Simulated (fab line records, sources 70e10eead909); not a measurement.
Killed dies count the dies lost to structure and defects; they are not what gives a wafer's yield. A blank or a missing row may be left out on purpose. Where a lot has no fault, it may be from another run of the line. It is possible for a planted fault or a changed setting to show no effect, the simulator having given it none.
fab line records | flow nand-harc
record lots=5 wafers=15 last-day=24
route steps=1159 shown P_ZERO_WELL@14
lots with no fault: from the same line, run without faults
start-h: start of the lot's first displayed wafer, in hours after the record's first day | wait-h: hours elapsed since this lot's preceding step | " unchanged from the row above | L1.1+2: one row covering several wafers at once | - value missing, or start not given | * or withheld: withheld | < > ~ a bound
route shown NAME@n: NAME is a module with steps in the file, n the number in the route of the first one | usual: the fault-free wafers' mean and standard deviation | same: alike in all rows | chamber/n: place in a boat | sites: each site's reading | _std_site: how widely they spread, as a standard deviation | _edge_site: outer sites' mean less inner sites' | radius-mm: for every site, how far away it sits from the centre of the wafer | mask NAME#n: copy n | behind: the tool/chamber that last shaped the wafer | hold: why the lot went on hold/how many hours it stayed there/how the hold came to an end | device: which transistor (n, p or np) failed to switch | end of line: tests run on the same wafers once the route is complete | step lacking rows: just its recipe | killed: at the first sort, the dies lost to defects and structure; wafer yield is something else | map: the dies of a wafer, with x for killed, . for not killed, _ for no die there
set.NAME: setting as actually run; set.NAME@STEP: the setting as run at that earlier step | model.NAME: the simulator's own value behind a step, which no gauge read
lots seen at some steps along the route; tables by step, rows by wafer
services: a tool's chamber out of use, with start hour (start-h, from the record's first day; less than 0 if before it), hours out, and reason
## steps
# step NHARC_P_ZERO_WELL_CD_MEAS_11
# recipe target-cd-nm=500 landing-energy-ev=500
# usual cd-nm=499.9/2.1
# columns lot.wafer tool chamber start-h wait-h cd-nm
L755.1 cd-sem-01 0 13.24 - 497.7
L755.2 " 0 " " 500.4
L755.3 " 0 " " 495.5
L757.1 cd-sem-02 0 25.24 - 501.2
L757.2 " 0 " " 502.0
L757.4 " 0 " " 499.6
L759.1 cd-sem-03 0 37.23 - 500.7
L759.2 " 0 " " 500.5
L759.3 " 0 " " 500.7
L770.1 cd-sem-01 0 103.19 - 503.1
L770.2 " 0 " " 498.6
L770.3 " 0 " " 499.2
L776.1 cd-sem-03 0 139.25 - 503.2
L776.2 " 0 " " 502.6
L776.5 " 0 " " 503.4
# step NHARC_P_ZERO_WELL_HARDBAKE_12
# recipe temp-c=118 time-s=65
# step NHARC_P_ZERO_WELL_DESCUM_13
# recipe time-s=3 o2-flow-sccm=200 ar-flow-sccm=0 bias-power-w=0 chemistry=O2
# usual drypump-motor-current-A=5.7/0.52 oes-product-au=1.000/0.011 rf-vpp-V=57.8/0.86 showerhead-plenum-p-Torr=1.93/0.076 throttle-valve-pct=11.311/0.0097
# same bias-power-w=0
# columns lot.wafer tool chamber start-h wait-h drypump-motor-current-A oes-product-au rf-hours-counter-h rf-vpp-V showerhead-plenum-p-Torr throttle-valve-pct
L755.1 rie-diel-12 1 13.40 - 6.5 1.007 7 58.1 1.91 11.331
L755.2 " 2 " " 5.9 1.002 8 56.9 1.82 11.312
L755.3 " 3 " " 6.1 1.008 9 57.9 1.99 11.340
L757.2 rie-diel-11 0 25.40 - 5.6 0.989 0 57.9 2.05 11.311
L757.4 " 1 " " 5.8 1.000 0 56.9 1.86 11.302
L757.1 " 3 " " 5.3 0.976 0 57.9 2.02 11.313
L759.3 rie-diel-12 0 37.40 - 5.9 0.998 0 57.9 1.97 11.312
L759.1 " 1 " " 6.5 1.010 0 57.8 1.91 11.305
L759.2 " 2 " " 5.8 0.988 0 57.5 1.82 11.319
L770.2 rie-diel-12 2 103.34 - 5.8 0.991 5 58.0 1.82 11.328
L770.1 " 3 " " 6.1 0.973 5 59.3 1.99 11.313
L770.3 " 1 " " 6.5 0.999 5 56.3 1.91 11.322
L776.1 rie-diel-11 3 139.41 - 5.3 1.002 7 57.7 2.02 11.302
L776.2 " 1 " " 5.8 1.011 7 58.2 1.86 11.314
L776.5 " 0 " " 5.7 1.005 - 59.3 2.04 11.314
# step NHARC_P_ZERO_WELL_ETCH_65
# recipe target-depth-a=800 overetch-a=240 time-s=87.88 ion-energy-ev=200 n2-flow-sccm=150 h2-flow-sccm=150 ar-flow-sccm=0 rf-w=400 bias-w=150 chemistry=N2/H2
# usual drypump-motor-current-A=5.6/0.54 oes-product-au=0.999/0.0098 rf-fwd-power-W=397.2/1.5 rf-vpp-V=430.9/2.4 showerhead-plenum-p-Torr=2.06/0.083 throttle-valve-pct=14.171/0.0091
# columns lot.wafer tool chamber start-h wait-h drypump-motor-current-A oes-product-au rf-fwd-power-W rf-hours-counter-h rf-vpp-V showerhead-plenum-p-Torr throttle-valve-pct
L755.3 rie-diel-12 2 13.49 0.1 5.8 0.998 398.2 8 427.4 1.94 14.174
L755.1 " 0 " " 5.8 1.004 399.2 8 432.3 2.10 14.162
L755.2 " 1 " " 6.5 0.999 398.3 7 431.6 2.04 14.181
L757.4 rie-diel-11 1 25.48 0.1 5.8 0.981 396.3 0 428.5 1.98 14.161
L757.1 " 2 " " 4.7 0.987 400.8 0 428.2 1.96 14.175
L757.2 " 0 " " 5.6 0.998 394.6 0 433.7 2.19 14.183
L759.2 rie-diel-12 2 37.48 0.1 5.8 0.993 396.0 0 428.2 1.94 14.169
L759.1 " 0 " " 5.9 1.010 397.5 0 431.2 2.10 14.161
L759.3 " 1 " " 6.5 1.009 396.9 0 430.7 2.04 14.160
L770.2 rie-diel-12 3 103.43 0.1 6.1 0.977 395.5 5 432.8 2.12 14.163
L770.3 " 0 " " 5.9 1.006 398.5 5 432.4 2.10 14.170
L770.1 " 2 " " 5.8 1.002 397.0 5 427.5 1.94 14.185
L776.1 rie-diel-11 3 139.49 0.1 5.3 0.996 398.0 7 433.9 2.16 14.160
L776.2 " 0 " " 5.6 1.008 394.0 7 434.9 2.18 14.171
L776.5 " 0 " " 5.6 1.008 394.7 - 433.6 2.18 14.165
# step NHARC_P_ZERO_WELL_ETCH_62
# recipe target-depth-a=130 time-s=6.5 chf3-flow-sccm=50 ar-flow-sccm=200 rf-w=500 bias-w=200 chemistry=CHF3/Ar
# usual drypump-motor-current-A=5.6/0.55 oes-product-au=0.963/0.017 rf-fwd-power-W=487.8/1.6 rf-vpp-V=370.9/2.2 showerhead-plenum-p-Torr=2.36/0.087 throttle-valve-pct=20.217/0.01
# columns lot.wafer tool chamber start-h wait-h drypump-motor-current-A oes-product-au rf-fwd-power-W rf-hours-counter-h rf-vpp-V showerhead-plenum-p-Torr throttle-valve-pct
L755.3 rie-diel-12 3 - - 6.1 0.964 488.3 9 372.2 2.43 20.219
L755.1 " 0 " " 5.8 0.969 489.3 8 371.7 2.41 20.206
L755.2 " 1 " " 6.5 0.951 484.8 7 371.0 2.35 20.210
L757.2 rie-diel-11 3 - - 5.3 0.964 484.9 0 373.6 2.47 20.227
L757.1 " 0 " " 5.6 0.958 489.1 0 373.3 2.50 20.232
L757.4 " 1 " " 5.8 0.956 487.7 0 368.3 2.28 20.231
L759.2 rie-diel-12 3 - - 6.1 0.966 487.5 0 373.5 2.43 20.209
L759.3 " 0 " " 5.9 0.974 489.0 0 372.1 2.41 20.194
L759.1 " 2 " " 5.8 0.986 486.6 0 368.1 2.24 20.236
L770.3 rie-diel-12 1 - - 6.5 0.993 486.8 5 370.9 2.34 20.220
L770.1 " 2 " " 5.8 0.969 487.8 5 366.6 2.23 20.219
L770.2 " 0 " " 5.9 0.990 490.1 5 373.1 2.41 20.231
L776.1 rie-diel-11 1 - - 5.8 0.967 487.0 7 368.6 2.28 20.198
L776.2 " 2 " " 4.7 0.955 486.8 7 369.1 2.25 20.240
L776.5 " 2 " " 4.7 0.976 485.2 - 369.0 2.25 20.209
# step NHARC_P_ZERO_WELL_ETCH_63
# recipe target-depth-a=1200 time-s=40.1 hbr-flow-sccm=150 cl2-flow-sccm=50 rf-w=400 icp-w=400 bias-w=100 chemistry=HBr/Cl2
# usual drypump-motor-current-A=5.8/0.48 oes-product-au=1.004/0.0084 rf-fwd-power-W=394.3/2.1 throttle-valve-pct=26.405/0.0085
# columns lot.wafer tool chamber start-h wait-h drypump-motor-current-A oes-product-au rf-fwd-power-W rf-hours-counter-h throttle-valve-pct
L755.3 rie-si-03 1 13.66 - 6.2 1.008 390.9 0.4 26.408
L755.1 " 2 " " 6.4 1.007 392.9 0.3 26.404
L755.2 " 0 " " 6.0 1.007 393.4 0.3 26.403
L757.1 rie-si-03 0 25.67 - 6.0 1.002 393.8 0.4 26.399
L757.2 " 1 " " 6.2 1.011 390.5 0.5 26.412
L757.4 " 2 " " 6.4 1.010 394.3 - 26.411
L759.2 rie-si-06 1 37.65 - 6.0 1.004 396.3 0.2 26.398
L759.1 " 2 " " 5.3 1.015 392.3 0.1 26.398
L759.3 " 3 " " 5.7 1.003 396.3 0.1 26.391
L770.1 rie-si-06 2 103.60 - 5.3 1.008 392.6 0.8 26.402
L770.3 " 3 " " 5.7 1.007 398.3 0.9 26.407
L770.2 " 1 " " 6.0 1.009 396.8 0.7 26.407
L776.2 rie-si-03 2 139.68 - 6.4 1.006 392.1 1.3 26.410
L776.1 " 0 " " 5.9 1.011 395.0 1.3 26.405
L776.5 " 1 " " 6.2 1.001 392.6 - 26.407
# step NHARC_P_ZERO_WELL_STRIP_15
# recipe time-s=900 temp-c=130 chemistry=SPM
# step NHARC_P_ZERO_WELL_DEHYDRATE_16
# recipe temp-c=150 time-s=120
# step NHARC_P_ZERO_WELL_HMDS_17
# recipe time-s=30
# step NHARC_P_ZERO_WELL_COAT_18
# recipe spin-rpm=withheld
# step NHARC_P_ZERO_WELL_SOFTBAKE_19
# recipe temp-c=122 time-s=95
# step NHARC_P_ZERO_WELL_EBR_20
# step NHARC_P_ZERO_WELL_EXPOSE_21
# recipe na=0.6 target-cd-nm=720 dose-mj=22.31 mask-id=P_NWELL
# columns lot.wafer tool chamber start-h wait-h mask
L755.1+2+3 krf-scanner-02 0 14.44 - P_NWELL#0
L757.1+2+4 krf-scanner-03 0 26.45 - P_NWELL#0
L759.1+2+3 krf-scanner-03 0 38.43 - P_NWELL_R1#0
L770.1+2+3 krf-scanner-03 0 104.42 - P_NWELL#0
L776.1+2+5 krf-scanner-02 0 140.43 - P_NWELL#0
# step NHARC_P_ZERO_WELL_PEB_22
# recipe peb-temp-c=118 peb-time-s=85
# step NHARC_P_ZERO_WELL_DEVELOP_23
# recipe time-s=70
# step NHARC_P_ZERO_WELL_CD_MEAS_24
# recipe target-cd-nm=720 landing-energy-ev=500
# usual cd-nm=720.4/1.4
# columns lot.wafer tool chamber start-h wait-h cd-nm
L755.1 cd-sem-03 0 14.60 - 719.6
L755.2 " 0 " " 720.1
L755.3 " 0 " " 721.7
L757.1 cd-sem-01 0 26.62 - 717.4
L757.2 " 0 " " 721.5
L757.4 " 0 " " 720.3
L759.1 cd-sem-01 0 38.59 - 681.6
L759.2 " 0 " " 682.2
L759.3 " 0 " " 679.1
L770.1 cd-sem-03 0 104.58 - 720.4
L770.2 " 0 " " 718.0
L770.3 " 0 " " 720.0
L776.1 cd-sem-01 0 140.59 - 722.4
L776.2 " 0 " " 724.4
L776.5 " 0 " " 720.4
# step NHARC_P_ZERO_WELL_HARDBAKE_25
# recipe temp-c=125 time-s=80
# step NHARC_P_ZERO_WELL_DESCUM_26
# recipe time-s=3 o2-flow-sccm=200 ar-flow-sccm=0 bias-power-w=0 chemistry=O2
# usual drypump-motor-current-A=5.6/0.52 oes-product-au=0.999/0.0098 rf-vpp-V=57.9/0.92 showerhead-plenum-p-Torr=1.94/0.078 throttle-valve-pct=11.312/0.0091
# same bias-power-w=0
# columns lot.wafer tool chamber start-h wait-h drypump-motor-current-A oes-product-au rf-hours-counter-h rf-vpp-V showerhead-plenum-p-Torr throttle-valve-pct model.P_ZERO_WELL.cd-nm
L755.3 rie-diel-01 3 14.76 - 5.2 1.000 3.3 56.4 1.89 11.310 721
L755.1 " 1 " " 6.5 0.987 3.5 57.6 1.97 11.312 718.6
L755.2 " 2 " " 5.3 1.009 3.1 59.5 2.00 11.323 719.8
L757.1 rie-diel-11 3 26.78 - 5.3 0.998 0.1 59.0 2.02 11.288 717.5
L757.2 " 0 " " 5.6 0.995 0.2 59.0 2.05 11.315 721.6
L757.4 " 2 " " 4.7 0.996 0.2 56.1 1.84 11.325 720.4
L759.3 rie-diel-11 2 38.76 - 4.7 0.988 0.7 56.4 1.84 11.292 679.6
L759.2 " 3 " " 5.3 0.994 0.7 58.6 2.02 11.316 682.3
L759.1 " 0 " " 5.6 1.004 0.7 57.8 2.05 11.322 682
L770.3 rie-diel-11 0 104.74 - 5.6 0.996 4.3 58.7 2.05 11.291 719.9
L770.1 " 2 " " 4.7 0.992 5.0 58.0 1.84 11.307 721
L770.2 " 3 " " 5.3 0.997 4.5 58.4 2.02 11.302 717.8
L776.1 rie-diel-11 0 140.75 - 5.6 1.010 7.2 56.0 2.04 11.304 722.6
L776.2 " 1 " " 5.8 1.000 7.2 57.0 1.86 11.324 724.1
L776.5 " 1 " " 5.8 1.002 - 58.2 1.86 11.314 720.1
# step NHARC_P_ZERO_WELL_IMPLANT_27
# recipe energy-kev=600 dose-cm2=1e+13 tilt-deg=7
## services
# columns tool chamber start-h hours kind
rie-diel-11 0 -8.32 - clean
rie-diel-11 1 -8.32 - clean
rie-diel-11 2 -8.32 - clean
rie-diel-11 3 -8.32 - clean
krf-scanner-03 - -4.00 4.0 pm
rie-si-06 - 6.00 9.0 pm
rie-diel-11 - 12.50 9.0 pm
rie-diel-11 0 12.50 9.0 vent-cycle
rie-diel-11 1 12.50 9.0 vent-cycle
rie-diel-11 2 12.50 9.0 vent-cycle
rie-diel-11 3 12.50 9.0 vent-cycle
krf-scanner-03 - 13.81 0.5 repair
krf-scanner-03 - 18.16 4.3 repair
rie-si-03 3 25.46 1.7 repair
rie-diel-12 - 25.46 9.0 pm
rie-diel-01 0 32.58 20.7 repair
krf-scanner-02 - 38.00 4.0 pm
krf-scanner-03 - 100.43 0.6 repair
rie-diel-11 1 101.91 4.0 repair
krf-scanner-02 - 110.35 0.3 repair
krf-scanner-03 - 112.74 1.6 repair
rie-diel-11 1 123.24 2.7 repair
rie-diel-12 1 130.40 6.2 repair
rie-diel-01 - 137.92 9.0 pm
## key
first-sign step=NHARC_P_ZERO_WELL_EXPOSE_21 reading=mask direction=changed
effect step=NHARC_P_ZERO_WELL_CD_MEAS_24 reading=cd-nm direction=down sigmas=28 usual=720.4 struck=680.9
model-effect step=NHARC_P_ZERO_WELL_DESCUM_26 value=P_ZERO_WELL.cd-nm without=720.2 struck=681.3
met-at NHARC_P_ZERO_WELL_EXPOSE_21
struck-wafers L759.1,L759.2,L759.3
tester-left-out L759
onset-between 26.45 38.43
fault kind=wrong-mask tool=any chamber=- onset-h=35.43 steps=NHARC_P_ZERO_WELL_EXPOSE_21 aux-copy=P_NWELL_R1#0 cd-offset-nm=-38.913 scope=struck-lots-only
# tester-left-out: of these lots the tester's yield and bins aren't shown, on N5 and GAA mostly nor the transistor test; their killed dies are dies lost to structure and defects alone, not to doping, threshold or leakage, so they don't give the yield
